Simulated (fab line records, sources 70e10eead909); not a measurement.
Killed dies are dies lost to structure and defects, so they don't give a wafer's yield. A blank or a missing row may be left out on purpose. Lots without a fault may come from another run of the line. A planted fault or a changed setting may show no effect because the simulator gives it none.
Chamber matching | flow nand_harc | NHARC_A_SLIT_DEP_25 on pecvd-03: 3 sister chambers
The step deposits SiO2, target thk 200 nm. 6 wafers are shown with their chamber, then 11 later ones without.

WAFERS WITH THEIR CHAMBER
wafer  | chamber | throttle_valve_pct (%) | heater_power_w (W)
L084.3 | 2       | 15.6                   | 455
L084.5 | 2       | 15.7                   | 459
L087.1 | 1       | 14.9                   | 393
L087.2 | 0       | 16.9                   | 481
L087.4 | 1       | 15.5                   | 406
L090.1 | 0       | 17.1                   | 555

WAFERS WITHOUT THEIR CHAMBER
wafer  | throttle_valve_pct (%) | heater_power_w (W)
L090.3 | 15.3                   | 382
L090.5 | 16.0                   | 466
L091.1 | 16.0                   | 460
L091.3 | 16.9                   | 518
L091.6 | 16.9                   | 506
L096.3 | 17.0                   | 513
L096.4 | 15.3                   | 463
L096.5 | 16.8                   | 523
L097.1 | 17.3                   | 559
L097.4 | 17.1                   | 582
L097.5 | 16.2                   | 401

WHICH CHAMBER EACH WENT THROUGH
wafer  | from the rows above     | in truth
L090.3 | 1                       | 1
L090.5 | 2                       | 2
L091.1 | 2                       | 2
L091.3 | 0                       | 0
L091.6 | 0                       | 0
L096.3 | 0                       | 0
L096.4 | can't be placed: 2 or 1 | 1
L096.5 | 0                       | 0
L097.1 | 0                       | 0
L097.4 | 0                       | 0
L097.5 | can't be placed: 2 or 1 | 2
Placed correctly: 9 of 11. Can't be placed from these rows: 2 (the true chamber is among the candidates in 2). Placed wrongly: 0.
How it was worked out, from the rows above alone: a wafer's distance from a chamber is the root of the sum, over the readings, of the square of ((its reading less the chamber's mean) divided by the reading's scatter). The wafer belongs to the nearest chamber; if the next one is less than 2 further off, it can't be placed. A chamber's mean is the mean of its shown wafers. The scatter: the root of (the sum of the squares of (reading less its chamber's mean) over the shown wafers, divided by (wafers less chambers)).
